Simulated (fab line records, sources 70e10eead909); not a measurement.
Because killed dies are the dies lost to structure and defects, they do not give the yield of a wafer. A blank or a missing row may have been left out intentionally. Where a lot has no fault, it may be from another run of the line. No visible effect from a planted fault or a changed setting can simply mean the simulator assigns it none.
Code-filled problem report in 8D (eight disciplines) form + flow nand_harc + the parts of the form that need people (team, actions taken, sign-off) are left out

## 1. THE PROBLEM
killed_at_array at NHARC_END_SORT_01 reads a mean of 342 on 2 wafers of 2 lots; wafers without a fault read 29 with a standard deviation of 10. That puts it +31 standard deviations away from the usual mean.
Earliest sighting: wafer L344.6 on prober-01 at day 21 14:14. Wafers with a number at this step in the record: 6, from 2 lots. By rule, "out" or "out of limits" means more than 4 standard deviations away from the usual mean. All remaining wafers that have a number are taken as sound.

## 2. WHAT IT IS, AND WHAT IT ISN'T
| question                    | is                           | is not                                                             |
|-----------------------------|------------------------------|--------------------------------------------------------------------|
| which readings at this step | killed_at_array, killed_dies | killed_at_other, killed_at_periphery, killed_open, killed_short    |
| which lots                  | L344, L352                   | -                                                                  |
| which wafers of those lots  | L344.6, L352.6               | L344.1, L344.5, L352.1, L352.4                                     |
| read on which gauges        | prober-01, prober-02         | -                                                                  |
| when                        | from day 21 14:14            | up to then (2 sound wafers); but 2 sound wafers of L352 came after |

## 3. WHAT RULES OUT EACH SUSPECT
Counting: any tool at a process step up to the reading remains a suspect provided it ran every lot that is out. Sound lots after the first of them don't rule it out here, since some wafers of a struck lot are sound.
- the gauge at NHARC_END_SORT_01: ruled out. 2 gauges (prober-01, prober-02) read the wafers that are out.
- pecvd-01 at NHARC_A_SGD_CUT_DEP_00 (deposits SiNx, target thk 50 nm): kept. It ran every lot that is out, first L344 (day 15 02:11).
- pvd_sputter-02 at NHARC_THIN_TSV_PVD_51 (deposits Cu, target thk 100 nm): kept. It ran every lot that is out, first L344 (day 20 01:32). Because NHARC_THIN_TSV_PVD_51 lacks a start for some lots, the hours and order of its lots are taken from NHARC_THIN_TSV_PRE_CLEAN_54.
Left after counting: pecvd-01 at NHARC_A_SGD_CUT_DEP_00, pvd_sputter-02 at NHARC_THIN_TSV_PVD_51.

## 4. THE CAUSE (what the simulator had put in)
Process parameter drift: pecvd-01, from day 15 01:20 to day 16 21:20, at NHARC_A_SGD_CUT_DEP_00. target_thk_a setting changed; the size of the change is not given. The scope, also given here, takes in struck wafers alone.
2 suspects survive the count, and this tool is in that group.

## 5. THE CHAIN OF EFFECTS, in route order
One row per reading whose mean, taken over the struck wafers that have a number, lies over 3 standard deviations from the usual. Scope: only readings with a usual standard deviation given in the record; hours: median across lots of the time from each lot's start at the first step in this table that gives one to its start at this step; sigmas: change in usual standard deviations.
| hours | step              | reading         | usual | on struck wafers | change | sigmas |
|-------|-------------------|-----------------|-------|------------------|--------|--------|
| 0     | NHARC_END_SORT_01 | killed_at_array | 29    | 342              | +313   | +31    |
| 0     | NHARC_END_SORT_01 | killed_dies     | 33    | 347              | +314   | +29    |

## 6. HOW IT WOULD HAVE BEEN CAUGHT EARLIER
The first out-of-limits reading at a measuring or inspecting step in this record came at day 21 14:14, 157 hours after the fault's start at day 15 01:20.
No tool reading at NHARC_A_SGD_CUT_DEP_00 that has a usual standard deviation in the record was out on any struck wafer, so an alarm limit of 4 standard deviations on those readings would not have fired.
By day 21 14:14 the whole set of lots that are out, 2 in number, had already begun NHARC_A_SGD_CUT_DEP_00 on pecvd-01. Had the tool been put on hold then, not one of them would have been saved.
